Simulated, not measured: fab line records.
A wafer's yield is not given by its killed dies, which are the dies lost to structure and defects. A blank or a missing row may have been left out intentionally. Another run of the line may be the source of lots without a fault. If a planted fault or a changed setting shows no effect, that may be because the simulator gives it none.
fab line records	flow n5_finfet
record: lots: 11	wafers: 31	last_day: 16
route steps=1938 shown SPACER0@260 BEOL_M4@1085 PASSIVATION@1936
lots that met no fault: from a run of the same line without faults
start_h: start of the lot's first displayed wafer, in hours after the record's first day	wait_h: how many hours have passed since the lot's step before this one	" the same as in the row above	L1.1+2: one row covering several wafers at once	- either no value or no given start	* or withheld: withheld	< > ~ a bound
route shown NAME@n: names a module that has steps shown in the file, with the first one's number in the route	usual: mean/standard deviation of fault-free wafers	same: alike in all rows	chamber/n: place in a boat	sites: per-site readings	_std_site: the standard deviation of these	_edge_site: mean of outer sites minus mean of inner sites	radius_mm: how far each site lies from the wafer's centre	mask NAME#n: copy n	behind: the most recent tool/chamber to have shaped the wafer	hold: why the lot went on hold/how many hours it stayed there/how the hold came to an end	device: names the non-switching transistor (n, p or np)	end of line: at the end of the route, the tests of the same wafers	step lacking rows: just its recipe	killed: the dies lost at the first sort to structure and to defects; this is not the yield of the wafer	map: per-die view of a wafer (x killed, . not killed, _ where there is no die)
set.NAME: setting as actually run; set.NAME@STEP: the setting as run at that earlier step	model.NAME: the simulator's own value behind a step, which no gauge read
a sample of lots followed through the steps of the route, with each step as a table and each wafer as a row
services: a tool's chamber out of use, with start hour (start_h, from the record's first day; less than 0 if before it), hours out, and reason
== steps ==
step: N5_SPACER0_ALD_08
recipe: material: SiNx	target_thk_a: 20	temp_c: 400	ald_precursor_family: SiH2I2	ald_co_reactant: N2/H2-plasma	pressure_torr: 2
usual: heater_power_w: 834/66
lot.wafer	tool	chamber	start_h	wait_h	heater_power_w
L684.2	ald_sin-04	1	47.96	0.1	812
L684.3	"	3	"	"	891
L684.6	"	2	"	"	773
L687.3	ald_sin-03	1	65.44	0.1	958
L687.5	"	1	"	"	919
L687.6	"	0	"	"	834
L688.2	ald_sin-04	0	73.16	0.1	869
L688.4	"	2	"	"	734
L688.6	"	3	"	"	912
L691.1	ald_sin-04	3	90.30	0.1	904
L691.3	"	0	"	"	890
L691.6	"	1	"	"	822
L692.2	ald_sin-03	1	97.53	0.1	953
L692.3	"	0	"	"	813
L692.5	"	3	"	"	802
L693.3	ald_sin-04	2	104.63	0.1	749
L693.4	"	1	"	"	838
L693.5	"	2	"	"	732
L694.1	ald_sin-04	1	113.09	0.1	808
L694.2	"	3	"	"	916
L694.4	"	0	"	"	865
L696.1	ald_sin-04	0	126.54	0.1	866
L696.4	"	1	"	"	821
L696.6	"	1	"	"	802
L697.1	ald_sin-04	2	130.50	0.1	717
L697.4	"	1	"	"	814
L697.5	"	1	"	"	816
L698.2	ald_sin-04	1	134.70	0.1	810
L698.5	"	1	"	"	829
L701.3	ald_sin-04	0	152.69	0.1	867
L701.5	"	2	"	"	738
step: N5_BEOL_M4_ANNEAL_49
recipe: temp_c: 400	time_s: 240	ambient: vacuum
usual: heater_power_w: 844/99
lot.wafer	tool	chamber	start_h	wait_h	heater_power_w
L684.2	pvd_sputter-01	-	168.93	0.0	878
L684.3	"	-	"	"	963
L684.6	"	-	"	"	964
L687.3	pvd_sputter-03	-	185.82	0.0	899
L687.5	"	-	"	"	829
L687.6	"	-	"	"	932
L688.2	pvd_sputter-02	-	191.04	0.0	659
L688.4	"	-	"	"	899
L688.6	"	-	"	"	904
L691.1	pvd_sputter-03	-	209.04	0.0	936
L691.3	"	-	"	"	893
L691.6	"	-	"	"	873
L693.3	pvd_sputter-01	-	213.82	0.0	1007
L693.4	"	-	"	"	850
L693.5	"	-	"	"	925
L692.2	pvd_sputter-01	-	225.93	0.0	962
L692.3	"	-	"	"	930
L692.5	"	-	"	"	687
L694.1	pvd_sputter-02	-	232.23	0.0	907
L694.2	"	-	"	"	815
L694.4	"	-	"	"	765
L696.1	pvd_sputter-01	-	238.30	0.0	973
L696.4	"	-	"	"	702
L696.6	"	-	"	"	948
L697.1	pvd_sputter-01	-	249.23	0.0	941
L697.4	"	-	"	"	882
L697.5	"	-	"	"	964
L698.2	pvd_sputter-01	-	254.43	0.0	697
L698.5	"	-	"	"	964
L701.3	pvd_sputter-03	-	267.08	0.0	867
L701.5	"	-	"	"	836
step: N5_BEOL_M4_ANNEAL_80
recipe: temp_c: 400	time_s: 240	ambient: vacuum
usual: heater_power_w: 845/99
lot.wafer	tool	chamber	start_h	wait_h	heater_power_w
L684.2	pvd_sputter-01	-	169.15	0.0	918
L684.3	"	-	"	"	966
L684.6	"	-	"	"	974
L687.3	pvd_sputter-03	-	186.04	0.0	917
L687.5	"	-	"	"	850
L687.6	"	-	"	"	940
L688.2	pvd_sputter-02	-	191.26	0.0	663
L688.4	"	-	"	"	919
L688.6	"	-	"	"	911
L691.1	pvd_sputter-03	-	209.26	0.0	917
L691.3	"	-	"	"	888
L691.6	"	-	"	"	902
L693.3	pvd_sputter-01	-	214.04	0.0	987
L693.4	"	-	"	"	899
L693.5	"	-	"	"	985
L692.2	pvd_sputter-01	-	226.15	0.0	956
L692.3	"	-	"	"	949
L692.5	"	-	"	"	692
L694.1	pvd_sputter-02	-	232.45	0.0	888
L694.2	"	-	"	"	798
L694.4	"	-	"	"	768
L696.1	pvd_sputter-01	-	238.52	0.0	981
L696.4	"	-	"	"	697
L696.6	"	-	"	"	973
L697.1	pvd_sputter-01	-	249.45	0.0	930
L697.4	"	-	"	"	904
L697.5	"	-	"	"	972
L698.2	pvd_sputter-01	-	254.65	0.0	684
L698.5	"	-	"	"	965
L701.3	pvd_sputter-03	-	267.30	0.0	839
L701.5	"	-	"	"	838
step: N5_BEOL_M4_ANNEAL_87
recipe: temp_c: 400	time_s: 240	ambient: vacuum
usual: heater_power_w: 846/100
lot.wafer	tool	chamber	start_h	wait_h	heater_power_w
L684.2	pvd_sputter-01	-	169.59	0.0	874
L684.3	"	-	"	"	972
L684.6	"	-	"	"	971
L687.3	pvd_sputter-03	-	186.48	0.0	881
L687.5	"	-	"	"	829
L687.6	"	-	"	"	934
L688.2	pvd_sputter-02	-	191.70	0.0	646
L688.4	"	-	"	"	936
L688.6	"	-	"	"	916
L691.1	pvd_sputter-03	-	209.70	0.0	929
L691.3	"	-	"	"	894
L691.6	"	-	"	"	883
L693.3	pvd_sputter-01	-	214.48	0.0	989
L693.4	"	-	"	"	902
L693.5	"	-	"	"	908
L692.2	pvd_sputter-01	-	226.59	0.0	952
L692.3	"	-	"	"	963
L692.5	"	-	"	"	690
L694.1	pvd_sputter-02	-	232.89	0.0	898
L694.2	"	-	"	"	778
L694.4	"	-	"	"	783
L696.1	pvd_sputter-01	-	238.96	0.0	948
L696.4	"	-	"	"	723
L696.6	"	-	"	"	968
L697.1	pvd_sputter-01	-	249.89	0.0	933
L697.4	"	-	"	"	861
L697.5	"	-	"	"	960
L698.2	pvd_sputter-01	-	255.09	0.0	695
L698.5	"	-	"	"	930
L701.3	pvd_sputter-03	-	267.74	0.0	856
L701.5	"	-	"	"	842
step: N5_BEOL_M4_RC_MEAS_101
usual: DIBL_N: 35.9/1.8	DIBL_P: 36.2/2	IOFF_N: 0.16/0.031	IOFF_P: 0.22/0.041	ION_N: 676/11	ION_P: 465/8.5	REXT_N: 75.2/1.8	REXT_P: 100.7/1.8	SS_N: 71.4/0.64	SS_P: 73.2/0.7	VT_N: 250/3.5	VT_P: -250/3.9
lot.wafer	tool	chamber	start_h	wait_h	DIBL_N[mV/V]	DIBL_P[mV/V]	IOFF_N[nA/um]	IOFF_P[nA/um]	ION_N[uA/um]	ION_P[uA/um]	REXT_N[ohm.um]	REXT_P[ohm.um]	SS_N[mV/dec]	SS_P[mV/dec]	VT_N[mV]	VT_P[mV]
L684.2	prober-01	0	172.38	0.2	35.4	35.3	0.13	0.22	672	466	75.5	100.8	71.4	72.4	255	-249
L684.3	"	0	"	"	36.9	37.8	0.17	0.29	694	484	75.2	99.6	71.1	73.3	249	-244
L684.6	"	0	"	"	35.3	34.9	0.14	0.23	674	476	75.3	101.1	70.7	73.0	252	-246
L687.3	prober-02	0	189.02	0.3	32.6	34.6	0.12	0.18	668	462	76.6	104.3	70.5	72.7	254	-248
L687.5	"	0	"	"	29.3	29.7	0.08	0.12	652	450	75.4	103.9	70.0	71.0	260	-254
L687.6	"	0	"	"	34.5	34.9	0.14	0.18	655	451	75.0	106.1	71.0	71.9	252	-251
L688.2	prober-01	0	195.17	0.2	36.8	36.1	0.18	0.25	681	471	76.1	102.3	72.3	73.8	249	-244
L688.4	"	0	"	"	36.2	35.4	0.15	0.24	673	474	76.6	101.6	71.4	74.1	250	-245
L688.6	"	0	"	"	34.8	34.8	0.15	0.23	678	472	76.0	101.3	71.2	73.0	249	-247
L691.1	prober-01	0	214.18	0.0	34.1	32.5	0.12	0.19	672	468	76.2	99.4	71.3	72.5	253	-250
L691.3	"	0	"	"	36.5	35.7	0.17	0.24	682	464	76.9	101.4	71.4	73.8	247	-247
L691.6	"	0	"	"	36.3	35.0	0.16	0.22	675	459	76.6	100.5	71.6	72.7	249	-247
L693.3	prober-01	0	218.98	0.3	36.3	36.6	0.16	0.25	678	470	76.7	98.4	70.6	73.6	247	-242
L693.4	"	0	"	"	36.3	36.9	0.16	0.26	673	465	78.4	100.1	71.3	72.8	249	-245
L693.5	"	0	"	"	36.5	36.9	0.16	0.25	688	477	78.6	100.6	71.2	72.9	249	-246
L692.2	prober-01	0	231.62	0.2	34.9	37.0	0.15	0.21	687	466	78.4	100.8	71.2	73.0	249	-249
L692.3	"	0	"	"	35.7	37.8	0.17	0.23	681	467	77.5	99.8	72.0	73.2	251	-249
L692.5	"	0	"	"	34.9	37.7	0.15	0.23	675	468	77.5	99.0	71.4	73.7	249	-249
L694.1	prober-01	0	238.30	0.0	36.8	36.0	0.13	0.19	653	450	74.2	99.0	72.2	72.7	256	-252
L694.2	"	0	"	"	37.4	37.1	0.16	0.21	679	465	74.6	98.7	71.1	73.3	248	-253
L694.4	"	0	"	"	38.1	37.7	0.18	0.24	680	473	74.3	99.0	72.2	73.7	249	-250
L696.1	prober-02	0	243.81	0.0	35.2	36.3	0.16	0.22	689	471	74.9	100.8	71.2	74.0	249	-249
L696.4	"	0	"	"	35.5	36.5	0.17	0.22	673	463	75.8	103.5	71.4	74.3	247	-249
L696.6	"	0	"	"	32.4	32.3	0.11	0.17	650	456	75.3	100.7	71.5	72.7	256	-249
L697.1	prober-01	0	252.03	0.0	34.1	35.4	0.15	0.19	672	461	73.2	103.7	70.4	73.0	250	-252
L697.4	"	0	"	"	33.9	34.9	0.13	0.18	663	459	72.5	101.5	71.3	72.6	251	-253
L697.5	"	0	"	"	32.4	33.7	0.12	0.16	674	463	73.2	103.3	70.7	72.8	251	-255
L698.2	prober-01	0	257.36	0.2	37.3	37.5	0.20	0.28	706	476	76.4	98.6	71.2	74.2	243	-247
L698.5	"	0	"	"	31.6	31.8	0.11	0.14	648	446	87.5	113.2	70.1	72.9	253	-259
L701.3	prober-01	0	270.17	0.3	33.0	34.7	0.13	0.15	655	443	83.6	114.6	71.2	73.6	250	-259
L701.5	"	0	"	"	34.3	35.7	0.14	0.16	656	439	83.2	116.4	71.1	73.8	253	-258
step: N5_PASSIVATION_PROBE_49
usual: defect_limited_yield: 91.3/1.3	killed_at_M0_to_M3: 35/9.3	killed_at_M4_up: 14/5.2	killed_at_contacts: 12/5.9	killed_at_front_end: 38/11	killed_at_other: 4/3.7	killed_dies: 103/15	killed_open: 67/12	killed_short: 34/8	sort_bin_5_function: 5.1/0.88	sort_bin_6_memory: 3.3/0.65	sort_bin_8_speed: 0.00/0.03	sort_n_pass: 1077/15	sort_yield_pct: 91.3/1.3
same: gross_dies: 1180	killed_at_back_side: 0	sort_bin_4_leakage[%]: 0
lot.wafer	tool	chamber	start_h	wait_h	defect_limited_yield[%]	killed_at_M0_to_M3	killed_at_M4_up	killed_at_contacts	killed_at_front_end	killed_at_other	killed_dies	killed_open	killed_short	sort_bin_5_function[%]	sort_bin_6_memory[%]	sort_bin_8_speed[%]	sort_n_pass	sort_yield_pct[%]
L698.2	prober-02	-	380.65	0.1	91.4	30	15	20	31	5	101	66	34	4.8	3.2	0.08	1079	91.4
L698.5	prober-02	-	380.80	0.2	88.1	52	20	11	56	2	141	93	46	6.7	4.7	0.42	1034	87.6
L701.3	prober-01	-	384.64	0.1	91.4	19	19	15	42	7	102	57	41	4.8	3.3	0.08	1077	91.3
L701.5	prober-01	-	384.74	0.2	91.6	24	7	19	44	5	99	58	41	5.5	2.2	0.17	1079	91.4
killed by level:class
L698.2 MOL_CONTACT_COAG:geometric_particle:open=13 FIN_SAQP:geometric_particle:open=9 MOL_CONTACT_COAG:geometric_particle:short=7 BEOL_M0_SAQP:geometric_particle:open=7 BEOL_M4:geometric_particle:open=7 FIN_SAQP:geometric_particle:short=6 BEOL_M2:geometric_particle:open=6 BEOL_M0_SAQP:geometric_particle:short=4
L698.5 FIN_SAQP:geometric_particle:open=21 BEOL_M1:geometric_particle:open=16 BEOL_M0_SAQP:geometric_particle:open=11 MOL_CONTACT_COAG:geometric_particle:open=10 FIN_SAQP:geometric_particle:short=9 BEOL_M4:geometric_particle:open=9 STI_FIN_REVEAL:geometric_particle:open=9 BEOL_M0_SAQP:geometric_particle:short=8
L701.3 MOL_CONTACT_COAG:geometric_particle:open=14 FIN_SAQP:geometric_particle:short=10 BEOL_M0_SAQP:geometric_particle:open=7 BEOL_M4:geometric_particle:open=6 GATE_CUT:geometric_particle:short=6 BEOL_M0_SAQP:geometric_particle:short=4 BEOL_M4:geometric_particle:short=4 STARTING-WAFER:geometric_particle:short=4
L701.5 MOL_CONTACT_COAG:geometric_particle:open=17 FIN_SAQP:geometric_particle:open=15 FIN_SAQP:geometric_particle:short=9 BEOL_M1:geometric_particle:open=7 BEOL_M0_SAQP:geometric_particle:short=6 GATE_CUT:geometric_particle:open=6 BEOL_M0_SAQP:geometric_particle:open=6 GATE_CUT:geometric_particle:short=5
== services ==
tool	chamber	start_h	hours	kind
pvd_sputter-01	-	32.61	13.5	repair
pvd_sputter-02	-	50.11	15.2	repair
ald_sin-04	-	53.48	0.7	repair
ald_sin-04	1	66.51	9.2	repair
pvd_sputter-01	-	83.60	1.1	repair
ald_sin-03	-	102.60	28.1	pm
pvd_sputter-01	-	115.56	3.2	repair
ald_sin-03	-	178.17	14.0	pm
ald_sin-03	0	178.17	14.0	vent_cycle
ald_sin-03	1	178.17	14.0	vent_cycle
ald_sin-03	2	178.17	14.0	vent_cycle
ald_sin-03	3	178.17	14.0	vent_cycle
ald_sin-04	1	178.87	152.3	repair
ald_sin-03	0	192.17	-	clean
ald_sin-03	1	192.17	-	clean
ald_sin-03	2	192.17	-	clean
ald_sin-03	3	192.17	-	clean
ald_sin-03	3	217.11	7.0	repair
ald_sin-04	-	250.48	0.3	repair
pvd_sputter-03	-	254.06	7.5	repair
== key ==
first_sign: step: N5_BEOL_M4_RC_MEAS_101	reading: REXT_P	direction: up	sigmas: 7.9	usual: 100.7	struck: 114.7
effect: step: N5_BEOL_M4_RC_MEAS_101	reading: REXT_N	direction: up	sigmas: 5.3	usual: 75.2	struck: 84.8
effect: step: N5_BEOL_M4_RC_MEAS_101	reading: ION_P	direction: down	sigmas: 2.6	usual: 465	struck: 443
effect: step: N5_BEOL_M4_RC_MEAS_101	reading: VT_P	direction: down	sigmas: 2.2	usual: -250	struck: -258
effect: step: N5_BEOL_M4_RC_MEAS_101	reading: ION_N	direction: down	sigmas: 2	usual: 676	struck: 653
effect: step: N5_PASSIVATION_PROBE_49	reading: sort_bin_8_speed	direction: up	sigmas: 2.6	usual: 0.00	struck: 0.23	wafers_moved: 2
met_at N5_SPACER0_ALD_08
struck_lots L698,L701
struck_wafers L698.5,L701.3,L701.5
not_acting_at N5_BEOL_M4_ANNEAL_49,N5_BEOL_M4_ANNEAL_80,N5_BEOL_M4_ANNEAL_87
onset_between 130.50 134.70
fault: kind: process_parameter_drift	tool: ald_sin-04	chamber: -	onset_h: 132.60	steps: N5_SPACER0_ALD_08	channel: target_thk_a	offset: *	shape: step	end_h: 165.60	scope: struck_wafers_only	acts_in: *	stated: *
